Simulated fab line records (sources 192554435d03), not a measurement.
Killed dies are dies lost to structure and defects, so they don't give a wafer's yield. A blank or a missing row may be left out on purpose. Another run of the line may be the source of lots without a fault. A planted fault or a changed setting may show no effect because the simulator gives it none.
Matching of chambers | flow n5-finfet | rie-diel-06 running N5_BEOL_M12_ETCH_67: 4 sister chambers
The step etches SiARC in CF4, target depth 143 nm, time 238.3 s. 18 wafers are shown with their chamber, then 9 later ones without.

EACH WAFER AND ITS CHAMBER
wafer  | chamber | drypump-motor-current-A (A) | throttle-valve-pct (%) | oes-product-au (a.u.)
L077.1 | 2       | 5.3                         | 15.46                  | 0.72
L077.2 | 1       | 5.7                         | 15.49                  | 0.80
L077.4 | 0       | 6.0                         | 16.10                  | 0.62
L079.3 | 1       | 5.7                         | 15.52                  | 0.78
L079.4 | 2       | 5.3                         | 15.44                  | 0.71
L079.6 | 2       | 5.3                         | 15.45                  | 0.72
L081.2 | 0       | 6.0                         | 16.11                  | 0.62
L081.4 | 3       | 6.0                         | 15.51                  | 0.64
L081.5 | 0       | 6.1                         | 16.11                  | 0.61
L083.2 | 2       | 5.3                         | 15.47                  | 0.71
L083.5 | 3       | 6.0                         | 15.53                  | 0.64
L083.6 | 2       | 5.3                         | 15.46                  | 0.71
L084.3 | 1       | 5.7                         | 15.51                  | 0.78
L084.4 | 3       | 6.0                         | 15.51                  | 0.64
L084.5 | 0       | 6.0                         | 16.11                  | 0.61
L087.1 | 1       | 5.7                         | 15.53                  | 0.76
L087.4 | 3       | 6.0                         | 15.53                  | 0.63
L087.6 | 2       | 5.3                         | 15.48                  | 0.70

SIGNATURES (averages over the wafers above)
reading                 | chamber 0 | chamber 1 | chamber 2 | chamber 3 | scatter within a chamber
drypump-motor-current-A | 6.025     | 5.700     | 5.300     | 6.000     | 0.0231
throttle-valve-pct      | 16.1075   | 15.5125   | 15.4600   | 15.5200   | 0.013
oes-product-au          | 0.6150    | 0.7800    | 0.7117    | 0.6375    | 0.00948
Rule: a wafer's distance from a chamber is the root of the sum, over the readings, of the square of ((its reading less the chamber's mean) divided by the reading's scatter). The wafer belongs to the nearest chamber; if the next one is less than 2 further off, it can't be placed. The scatter is the square root of a quotient: the sum, over the shown wafers, of each reading's squared deviation from its chamber's mean, divided by wafers minus chambers.

WAFERS WITHOUT THEIR CHAMBER
wafer  | drypump-motor-current-A (A) | throttle-valve-pct (%) | oes-product-au (a.u.)
L091.3 | 5.7                         | 15.55                  | 0.75
L091.4 | 6.0                         | 15.55                  | 0.62
L091.5 | 6.0                         | 16.14                  | 0.60
L090.2 | 6.0                         | 16.17                  | 0.60
L090.3 | 5.3                         | 15.50                  | 0.70
L090.4 | 5.7                         | 15.55                  | 0.75
L096.1 | 6.0                         | 15.58                  | 0.61
L096.4 | 5.7                         | 15.58                  | 0.73
L096.6 | 5.3                         | 15.51                  | 0.68

WHICH CHAMBER EACH ONE RAN IN
wafer  | from the rows above | in truth
L091.3 | 1                   | 1
L091.4 | 3                   | 3
L091.5 | 0                   | 0
L090.2 | 0                   | 0
L090.3 | 2                   | 2
L090.4 | 1                   | 1
L096.1 | 3                   | 3
L096.4 | 1                   | 1
L096.6 | 2                   | 2
Placed correctly: 9 of 9. Left unplaced by these rows: 0. 0 placed wrongly.
